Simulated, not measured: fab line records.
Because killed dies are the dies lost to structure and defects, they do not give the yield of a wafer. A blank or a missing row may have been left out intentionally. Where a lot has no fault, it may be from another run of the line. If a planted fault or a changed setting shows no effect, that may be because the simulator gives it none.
Problem report in the 8D (eight disciplines) form, filled by code + flow n5_finfet + the parts of the form that need people (team, actions taken, sign-off) are left out

== 1. PROBLEM STATEMENT ==
Wafers without a fault read 143.3 s, standard deviation 0.46; run_length_s at N5_BEOL_M3_ETCH_70 reads a mean of 132.3 s on 4 wafers belonging to 3 lots. That is -24 standard deviations from the usual mean.
The step: etches SOC in N2/H2, target depth 80 nm, overetch 16 nm, time 120 s.
Seen first at day 11 19:04 on rie_diel-04, wafer L950.1. Wafers with a number at this step in the record: 26, from 9 lots. By rule, "out" or "out of limits" means more than 4 standard deviations away from the usual mean. The rest of the wafers with a number are treated as sound.

== 2. WHAT IT IS; WHAT IT IS NOT ==
| question                    | is                             | is not                                                                                                      |
|-----------------------------|--------------------------------|-------------------------------------------------------------------------------------------------------------|
| which readings at this step | run_length_s                   | drypump_motor_current_A, n2_flow_sccm, oes_product_au, showerhead_plenum_p_Torr, temp_c, throttle_valve_pct |
| which lots                  | L950, L951, L954               | L935, L937, L939, L940, L942, L946                                                                          |
| which wafers of those lots  | L950.1, L950.4, L951.4, L954.4 | L951.2, L951.3, L954.2, L954.5                                                                              |
| read on which tools         | rie_diel-04                    | rie_diel-05, rie_diel-06                                                                                    |
| when                        | from day 11 19:04              | up to then (18 sound wafers); but 4 sound wafers of L951, L954 came after                                   |

== 3. SUSPECTS, AND WHAT RULES EACH OUT ==
Counting: any tool at a process step up to the reading remains a suspect provided it ran every lot that is out. Sound lots after the first of them don't rule it out here, since some wafers of a struck lot are sound.
- rie_diel-04 at N5_BEOL_M3_ETCH_70 (etches SOC in N2/H2, target depth 80 nm, overetch 16 nm, time 120 s): kept. It ran every lot that is out, first L950 (day 11 19:04); its last sound lot up to then is L946 (day 10 16:19). On those wafers its own readings are out: run_length_s.
After counting, what remains is rie_diel-04 at N5_BEOL_M3_ETCH_70.

== 4. THE CAUSE (what the simulator had put in) ==
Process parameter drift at N5_BEOL_M3_ETCH_70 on rie_diel-04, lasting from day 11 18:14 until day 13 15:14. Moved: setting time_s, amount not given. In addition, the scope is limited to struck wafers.
After counting, this tool was the only one left.

== 5. SEQUENCE OF EFFECTS, ordered by route ==
Each row: a reading where the mean over the struck wafers with a number is more than 3 standard deviations away from the usual. Only readings whose record carries a usual standard deviation are examined. hours: median over the lots of the time between each lot's start at the first step of this table that gives one and its start at this step. sigmas: the change, counted in usual standard deviations.
| hours | step               | reading      | usual   | on struck wafers | change | sigmas |
|-------|--------------------|--------------|---------|------------------|--------|--------|
| 0     | N5_BEOL_M3_ETCH_70 | run_length_s | 143.3 s | 132.3            | -11.0  | -24    |
Here are the process steps it includes:
- N5_BEOL_M3_ETCH_70: etches SOC in N2/H2, target depth 80 nm, overetch 16 nm, time 120 s.
Readings that are blank on the struck wafers while sound wafers have them: bias_w at N5_BEOL_M3_ETCH_70.
Later steps that measure or inspect, where all struck wafers having a row at the step show a number for every such reading and not one has moved that far: N5_BEOL_M4_RC_MEAS_101.

== 6. HOW IT WOULD HAVE BEEN CAUGHT EARLIER ==
In this record the first reading out of limits was taken at day 11 19:04, 1 hour after the fault began at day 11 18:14.
